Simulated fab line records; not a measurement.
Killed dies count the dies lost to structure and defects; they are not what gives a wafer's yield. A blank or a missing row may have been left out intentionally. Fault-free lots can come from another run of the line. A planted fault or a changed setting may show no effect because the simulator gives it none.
fab line records	flow n5Finfet	part 2 of 2: steps 5 to 6 of 6
[record] lots = 21	wafers = 63	lastDay = 17
route steps=1938 shown FIN_SAQP@145 FIN_CUT@164 STI_FIN_REVEAL@190
lots untouched by any fault: they come from a run of this same line in which no faults occurred
startH: the number of hours between the record's first day and the start of the first shown wafer of the lot	waitH: hours since the lot's step before	" the same as in the row above	L1.1+2: one row covering several wafers at once	- no value, or no start given	* or withheld: withheld	< > ~ a bound
route shown NAME@n: names a module that has steps shown in the file, with the first one's number in the route	usual: mean/standard deviation taken from wafers without a fault	same: alike in all rows	chamber/n: place in a boat	sites: the reading at each site	_std_site: how widely they spread, as a standard deviation	_edge_site: inner sites' mean taken away from outer sites' mean	radiusMm: how far each site lies from the wafer's centre	mask NAME#n: copy n	behind: the most recent tool/chamber to have shaped the wafer	hold: why the lot went on hold/how many hours it stayed there/how the hold came to an end	device: which transistor (n, p or np) failed to switch	end of line: the route-end tests of the same wafers	for a step that has no rows: nothing shown but its recipe	killed: dies lost to structure and defects at the first sort, not the wafer's yield	map: a wafer's dies, marking killed ones x, the rest . and places with no die _
set.NAME: the setting the step ran with; set.NAME@STEP: the setting that earlier step ran with	model.NAME: the simulator's own value behind a step, which no gauge read
the route's steps for a sample of lots (tables are steps, rows are wafers)
services: from which hour (startH, from the record's first day; less than 0 if before it) a tool's chamber was out of use, for how many hours, and why
[[steps]]
[step N5_FIN_CUT_ETCH_30]
[recipe] chemistry = N2/H2	target = underlayer	targetDepthA = 130	maskMaterial = CAR-EUV	timeS = 10.4	ionEnergyEv = 200	pressureMtorr = 30	sourceW = 840	biasW = 150	n2FlowSccm = 200	h2FlowSccm = 200	ends = cleared
[usual] chamberPressureMTorr = 29.999/0.03	drypumpMotorCurrentA = 5.9/0.33	etchRfOnTimeS = 10.34/0.21	n2FlowSccm = 200.0/0.57	oesProductAu = 0.66/0.065	rfVppV = 524.6/2.7	showerheadPlenumPTorr = 2.56/0.097	throttleValvePct = 17.82/0.26
lot.wafer	tool	chamber	startH	waitH	chamberPressureMTorr	drypumpMotorCurrentA	etchRfOnTimeS	n2FlowSccm	oesProductAu	rfHoursCounterH	rfVppV	showerheadPlenumPTorr	throttleValvePct
L074.1	rieDiel-02	1	28.15	0.0	30.020	6.3	10.32	198.9	0.60	238	522.1	2.50	17.90
L074.3	"	3	"	"	29.944	5.5	10.20	200.5	0.62	194	526.0	2.63	18.03
L074.5	"	1	"	"	30.001	6.3	10.24	199.7	0.60	-	523.5	2.50	17.91
L075.2	rieDiel-01	1	34.72	0.0	29.998	5.9	10.37	199.7	0.62	196	523.5	2.53	18.50
L075.4	"	2	"	"	29.999	5.6	10.88	199.6	0.65	144	525.7	2.67	17.93
L075.5	"	2	"	"	30.039	5.6	10.83	199.3	0.65	-	526.9	2.67	17.91
L077.1	rieDiel-02	2	45.79	0.0	30.011	6.0	10.09	200.1	0.77	29	523.5	2.48	17.50
L077.2	"	1	"	"	29.969	6.4	10.39	200.1	0.59	243	522.9	2.50	17.94
L077.4	"	3	"	"	30.045	5.6	10.07	200.1	0.62	198	526.2	2.63	18.02
L078.1	rieDiel-02	2	51.73	0.0	30.011	6.0	10.09	200.7	0.77	31	522.3	2.48	17.52
L078.5	"	2	"	"	29.975	6.0	10.14	200.0	0.78	-	521.7	2.48	17.52
L078.6	"	3	"	"	29.960	5.6	10.20	199.3	0.62	-	527.4	2.63	18.03
L080.2	rieDiel-02	2	64.56	0.0	29.949	6.0	10.03	200.1	0.77	34	522.3	2.47	17.50
L080.3	"	1	"	"	30.039	6.4	10.31	199.7	0.59	249	523.8	2.49	17.94
L080.6	"	3	"	"	30.010	5.6	10.12	199.9	0.61	-	527.6	2.63	18.07
L081.1	rieDiel-06	3	70.78	0.0	29.941	6.4	10.45	200.1	0.63	171	526.9	2.61	17.67
L081.3	"	2	"	"	30.012	5.9	10.29	200.1	0.71	68	529.6	2.70	17.94
L081.6	"	2	"	"	29.958	5.8	10.33	199.2	0.70	-	525.5	2.70	17.96
L082.1	rieDiel-06	1	74.52	0.0	29.997	6.1	10.53	199.6	0.66	117	527.0	2.65	17.79
L082.3	"	2	"	"	29.987	5.9	10.29	199.6	0.70	69	527.8	2.70	17.96
L082.6	"	1	"	"	29.980	6.0	10.54	200.5	0.64	-	527.4	2.65	17.80
L083.3	rieDiel-06	0	81.40	0.0	29.975	5.6	10.26	199.8	0.67	148	523.0	2.54	17.93
L083.4	"	1	"	"	30.006	6.0	10.41	199.6	0.64	119	526.6	2.65	17.79
L083.6	"	0	"	"	29.990	5.6	10.30	200.0	0.66	-	523.6	2.54	17.91
L084.1	rieDiel-02	2	86.85	0.0	29.985	5.9	10.09	198.9	0.75	42	522.3	2.47	17.52
L084.5	"	0	"	"	30.020	5.6	10.49	201.0	0.63	-	520.2	2.41	17.53
L084.6	"	3	"	"	30.021	5.5	10.09	199.9	0.61	-	526.4	2.63	18.07
L085.1	rieDiel-06	3	95.17	0.0	30.044	6.5	10.47	199.7	0.63	178	526.6	2.61	17.68
L085.4	"	0	"	"	30.001	5.6	10.47	199.8	0.65	151	523.8	2.54	17.93
L085.6	"	1	"	"	30.004	6.0	10.57	200.3	0.64	-	527.4	2.65	17.81
L087.1	rieDiel-01	1	107.83	0.0	30.022	5.9	10.30	200.4	0.61	221	523.9	2.52	18.55
L087.3	"	3	"	"	29.933	6.2	10.52	200.2	0.73	37	529.0	2.71	17.91
L087.5	"	1	"	"	29.996	6.0	10.33	200.1	0.60	-	523.1	2.52	18.56
L088.1	rieDiel-02	0	112.04	0.0	30.001	5.7	10.48	200.1	0.62	197	521.8	2.41	17.53
L088.2	"	2	"	"	29.987	5.9	9.97	200.2	0.74	52	522.1	2.47	17.55
L088.4	"	0	"	"	29.961	5.6	10.54	200.2	0.62	-	521.0	2.41	17.54
L089.1	rieDiel-02	2	118.05	0.0	29.995	5.9	9.95	199.4	0.74	55	522.8	2.47	17.55
L089.3	"	0	"	"	29.984	5.7	10.46	200.2	0.62	200	519.5	2.41	17.55
L089.6	"	0	"	"	29.966	5.6	10.44	199.9	0.62	-	518.3	2.41	17.54
L090.1	rieDiel-02	0	123.85	0.0	29.993	5.6	10.63	200.4	0.61	202	517.9	2.41	17.54
L090.4	"	0	"	"	29.976	5.6	10.54	199.9	0.61	-	518.5	2.41	17.53
L090.6	"	2	"	"	29.977	6.0	10.01	199.5	0.73	-	522.6	2.47	17.54
L091.4	rieDiel-01	0	129.46	0.0	30.003	5.1	10.06	198.7	0.80	18	523.1	2.48	17.67
L091.5	"	3	"	"	30.015	6.3	10.51	200.0	0.72	-	528.9	2.70	17.93
L091.6	"	0	"	"	29.996	5.1	10.01	198.1	0.80	-	523.3	2.48	17.71
L092.1	rieDiel-06	3	135.26	0.0	30.029	6.5	10.25	199.1	0.62	189	526.6	2.61	17.70
L092.2	"	0	"	"	30.033	5.6	10.36	199.6	0.66	162	523.5	2.53	17.96
L092.4	"	2	"	"	29.996	5.9	10.21	200.6	0.69	86	526.5	2.69	17.98
L093.1	rieDiel-02	3	141.53	0.0	29.965	5.5	10.22	199.2	0.60	232	525.1	2.62	18.09
L093.4	"	0	"	"	30.034	5.6	10.46	201.1	0.61	207	521.7	2.41	17.54
L093.5	"	1	"	"	29.987	6.3	10.10	200.7	0.83	-	522.3	2.49	17.51
L094.4	rieDiel-02	1	146.98	0.0	30.006	6.4	10.08	198.8	0.83	10	524.3	2.49	17.50
L094.5	"	0	"	"	29.998	5.7	10.66	200.4	0.61	-	520.6	2.41	17.55
L094.6	"	1	"	"	30.068	6.4	10.17	199.2	0.83	-	521.9	2.49	17.50
L095.1	rieDiel-01	1	152.56	0.0	29.989	6.0	10.35	200.5	0.59	234	521.2	2.52	18.55
L095.3	"	3	"	"	29.972	6.2	10.54	200.2	0.71	49	528.3	2.70	17.94
L095.6	"	3	"	"	30.053	6.2	10.51	200.2	0.72	-	528.2	2.70	17.92
L096.1	rieDiel-06	3	158.99	0.0	29.961	6.5	10.25	201.1	0.62	197	527.3	2.60	17.71
L096.5	"	3	"	"	30.025	6.4	10.30	200.3	0.62	-	526.6	2.60	17.72
L096.6	"	0	"	"	29.990	5.6	10.41	200.2	0.64	-	524.1	2.53	17.96
L097.1	rieDiel-01	2	164.21	0.0	30.024	5.7	10.79	200.3	0.63	184	525.4	2.65	17.99
L097.2	"	3	"	"	29.979	6.2	10.53	200.2	0.72	52	527.2	2.70	17.93
L097.6	"	2	"	"	29.979	5.7	10.88	201.0	0.61	-	526.0	2.65	18.00
[step N5_STI_FIN_REVEAL_ETCHBACK_08]
[recipe] chemistry = C4F6/O2	target = SiO2	targetDepthA = 305	timeS = 10.167	ionEnergyEv = 250	pressureMtorr = 30	sourceW = 345	biasW = 185	Ar_flow_sccm = 300	C4F6_flow_sccm = 10	O2_flow_sccm = 10
[usual] chamberPressureMTorr = 30.00/0.043	drypumpMotorCurrentA = 5.8/0.43	oesProductAu = 0.78/0.099	rfVppV = 667/14	showerheadPlenumPTorr = 2.84/0.087	throttleValvePct = 21.17/0.25
lot.wafer	tool	chamber	startH	waitH	chamberPressureMTorr	drypumpMotorCurrentA	oesProductAu	rfHoursCounterH	rfVppV	showerheadPlenumPTorr	throttleValvePct
L074.1	rieDiel-05	2	34.80	0.2	29.98	5.2	0.84	60	662	2.78	20.73
L074.3	"	0	"	"	30.04	5.5	0.97	4	681	2.94	20.74
L074.5	"	2	"	"	29.95	5.2	0.83	-	661	2.78	20.72
L075.2	rieDiel-04	2	41.41	0.2	29.96	5.9	0.70	195	661	2.73	21.09
L075.4	"	0	"	"	30.01	5.7	0.69	223	678	2.81	21.51
L075.5	"	2	"	"	29.95	5.9	0.70	-	662	2.73	21.07
L077.1	rieDiel-03	2	53.46	0.2	30.01	6.6	0.97	4	681	2.81	20.97
L077.2	"	1	"	"	30.01	5.2	0.76	176	674	2.84	21.14
L077.4	"	3	"	"	30.02	6.3	0.74	-	632	2.83	21.20
L078.1	rieDiel-05	2	58.59	0.2	30.03	5.2	0.83	66	659	2.78	20.73
L078.5	"	2	"	"	29.98	5.2	0.82	-	662	2.78	20.75
L078.6	"	1	"	"	29.59	5.8	0.68	-	655	2.81	21.45
L080.2	rieDiel-04	3	71.28	0.2	30.03	6.0	0.72	183	660	2.95	21.50
L080.3	"	0	"	"	30.03	5.7	0.69	234	678	2.81	21.52
L080.6	"	3	"	"	29.99	5.9	0.72	-	662	2.95	21.49
L081.1	rieDiel-04	2	78.61	0.2	30.00	5.9	0.69	208	663	2.73	21.11
L081.3	"	0	"	"	30.05	5.7	0.69	237	677	2.81	21.52
L081.6	"	3	"	"	30.00	6.0	0.72	-	662	2.95	21.49
L082.1	rieDiel-05	2	81.38	0.2	29.99	5.2	0.82	75	661	2.77	20.72
L082.3	"	0	"	"	29.95	5.5	0.92	18	682	2.94	20.77
L082.6	"	2	"	"	30.01	5.2	0.82	-	662	2.77	20.74
L083.3	rieDiel-03	1	88.87	0.1	29.99	5.2	0.74	190	673	2.84	21.15
L083.4	"	3	"	"	30.01	6.3	0.73	190	632	2.82	21.23
L083.6	"	0	"	"	30.03	5.8	0.94	-	665	2.81	21.21
L084.1	rieDiel-04	0	93.80	0.3	30.05	5.7	0.68	242	678	2.80	21.55
L084.5	"	2	"	"	30.00	5.9	0.69	-	662	2.72	21.12
L084.6	"	1	"	"	30.02	6.4	0.97	-	678	3.01	21.18
L085.1	rieDiel-05	3	102.42	0.2	30.02	5.6	0.74	169	689	2.92	21.13
L085.4	"	1	"	"	30.02	5.8	0.66	248	655	2.80	21.47
L085.6	"	2	"	"	30.04	5.2	0.81	-	660	2.77	20.75
L087.1	rieDiel-05	0	114.50	0.2	29.99	5.5	0.89	30	681	2.93	20.77
L087.3	"	3	"	"	29.98	5.6	0.74	174	688	2.92	21.13
L087.5	"	3	"	"	29.97	5.6	0.74	-	689	2.92	21.13
L088.1	rieDiel-04	2	119.73	0.2	30.03	5.9	0.68	223	663	2.72	21.12
L088.2	"	1	"	"	29.98	6.4	0.93	12	679	3.01	21.20
L088.4	"	1	"	"	30.04	6.4	0.92	-	679	3.01	21.20
L089.1	rieDiel-03	2	124.84	0.4	30.06	6.6	0.87	31	683	2.80	21.00
L089.3	"	3	"	"	30.01	6.3	0.71	202	631	2.82	21.24
L089.6	"	2	"	"	30.03	6.6	0.88	-	682	2.80	21.00
L090.1	rieDiel-04	3	130.46	0.2	30.00	5.9	0.72	207	661	2.94	21.54
L090.4	"	1	"	"	30.03	6.4	0.92	-	679	3.01	21.22
L090.6	"	3	"	"	29.98	6.0	0.72	-	662	2.94	21.55
L091.4	rieDiel-03	0	136.27	0.1	30.02	5.8	0.91	25	665	2.80	21.23
L091.5	"	3	"	"	29.98	6.3	0.71	-	631	2.82	21.24
L091.6	"	2	"	"	30.00	6.6	0.88	-	681	2.80	20.99
L092.1	rieDiel-04	2	141.82	0.2	29.99	5.9	0.67	234	663	2.72	21.14
L092.2	"	3	"	"	29.93	5.9	0.72	211	660	2.94	21.55
L092.4	"	1	"	"	29.94	6.4	0.91	21	679	3.00	21.23
L093.1	rieDiel-03	2	148.08	0.2	29.97	6.6	0.87	40	681	2.80	21.00
L093.4	"	3	"	"	30.04	6.3	0.71	210	631	2.81	21.27
L093.5	"	2	"	"	30.04	6.6	0.86	-	681	2.80	21.02
L094.4	rieDiel-03	0	155.61	0.1	30.04	5.8	0.88	31	665	2.80	21.23
L094.5	"	0	"	"	29.96	5.8	0.89	-	665	2.80	21.24
L094.6	"	1	"	"	30.00	5.1	0.72	-	673	2.83	21.20
L095.1	rieDiel-03	0	159.12	0.2	30.03	5.8	0.89	32	666	2.80	21.25
L095.3	"	3	"	"	30.04	6.3	0.71	215	632	2.81	21.28
L095.6	"	2	"	"	29.99	6.6	0.85	-	682	2.80	21.02
L096.1	rieDiel-04	2	165.63	0.3	30.01	5.9	0.67	241	662	2.71	21.14
L096.5	"	3	"	"	29.99	5.9	0.70	-	661	2.93	21.54
L096.6	"	2	"	"	30.00	5.9	0.67	-	661	2.71	21.14
L097.1	rieDiel-04	3	171.02	0.3	30.00	6.0	0.70	221	662	2.93	21.56
L097.2	"	2	"	"	29.97	5.9	0.66	244	663	2.71	21.15
L097.6	"	0	"	"	30.00	5.7	0.96	-	677	2.79	21.27
[[services]]
tool	chamber	startH	hours	kind
rieDiel-01	0	5.62	2.9	repair
rieDiel-05	-	10.83	2.3	repair
rieDiel-05	1	31.28	5.0	repair
rieDiel-01	3	36.05	13.4	repair
rieSi-03	-	36.63	14.6	pm
rieDiel-01	0	49.46	-	clean
rieDiel-01	0	49.46	-	consumableReplace:focusRing
rieDiel-01	0	49.46	14.4	scheduledDown
rieDiel-05	-	55.14	2.8	pm
rieDiel-06	0	67.60	9.2	repair
rieDiel-02	1	74.99	10.1	repair
rieSi-05	3	75.74	3.3	repair
rieDiel-02	1	85.11	-	clean
rieDiel-02	1	85.11	-	consumableReplace:focusRing
rieDiel-02	1	85.11	16.8	scheduledDown
rieDiel-02	1	85.11	16.8	ventCycle
rieDiel-04	0	96.43	3.4	repair
rieDiel-02	1	111.75	17.4	repair
rieSi-05	1	116.84	7.5	repair
rieSi-02	-	121.34	1.6	repair
rieDiel-01	3	135.36	4.7	repair
rieDiel-01	0	137.90	2.9	repair
rieDiel-03	0	151.36	2.6	repair
rieDiel-02	1	157.42	4.3	repair
